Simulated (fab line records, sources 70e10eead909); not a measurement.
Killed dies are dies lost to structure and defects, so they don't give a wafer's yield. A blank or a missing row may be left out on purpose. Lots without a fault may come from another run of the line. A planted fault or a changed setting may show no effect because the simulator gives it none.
Which tool did it? | flow nand_harc | 6 lots, 18 wafers sampled, at 4 steps of a route of 1159

WHAT THE GAUGES READ, wafer by wafer
NHARC_END_SORT_01.
lot  | measured     | on        | killed_dies
L182 | day 22 22:05 | prober-01 | 677 677 677
L185 | day 24 09:44 | prober-01 | 37 24 33
L193 | day 25 10:38 | prober-02 | 48 30 27

WHICH TOOL RAN EACH LOT (tool, then ch and the chambers of the sampled wafers, then the start)
lot  | NHARC_A_CONTACT_ETCH_132             | NHARC_A_CONTACT_ETCH_133             | NHARC_A_CONTACT_ETCH_91
L173 | har_cap_etch-01 ch 0,1, day 17 05:00 | har_cap_etch-01 ch 0,1, day 17 05:09 | rie_diel-05 ch 1,2, day 17 05:43
L177 | har_cap_etch-02 ch 0,1, day 18 10:35 | har_cap_etch-02 ch 0,1, day 18 10:44 | rie_diel-02 ch 1,2,3, day 18 11:18
L179 | har_cap_etch-01 ch 0,1, day 19 01:37 | har_cap_etch-01 ch 0,1, day 19 01:45 | rie_diel-05 ch 0,1, day 19 02:20
L182 | har_cap_etch-03 ch 0,1, day 20 05:35 | har_cap_etch-03 ch 0,1, day 20 05:43 | rie_diel-02 ch 0,1,3, day 20 06:18
L185 | har_cap_etch-01 ch 0,1, day 21 04:01 | har_cap_etch-01 ch 0,1, day 21 04:10 | rie_diel-05 ch 0,1,2, day 21 04:43
L193 | har_cap_etch-02 ch 0,1, day 22 13:39 | har_cap_etch-02 ch 0,1, day 22 13:54 | rie_diel-08 ch 0,3, day 22 14:27
- NHARC_A_CONTACT_ETCH_132: etches the open film in C4F8/O2/Ar, time 156 s, target depth 958 nm.
- NHARC_A_CONTACT_ETCH_133: etches the open film in C4F8/O2/Ar, time 195 s, target depth 840 nm.
- NHARC_A_CONTACT_ETCH_91: etches the open film in CH3F/O2, target depth 40 nm, time 85.7 s.

THE ANSWER, worked out from the rows above alone
Rule: what is usual is taken from the lots themselves. Put in order of their means at a reading, lots are off if they are a third of the lots or fewer, leave a main group of 4 or more, and stand apart from it by a gap of 3 or more times the standard deviation of the main group's means; of several such gaps the widest counts. A main group whose means are all the same, to the digits that the tables above print for the reading, isn't used. A lot without any number at a reading at which 4 lots or more have one is off too. The other lots that the step has rows for count as sound.
No lot is off at any reading shown: from this, nothing can be told.

WHAT THE SIMULATOR HAD PUT IN
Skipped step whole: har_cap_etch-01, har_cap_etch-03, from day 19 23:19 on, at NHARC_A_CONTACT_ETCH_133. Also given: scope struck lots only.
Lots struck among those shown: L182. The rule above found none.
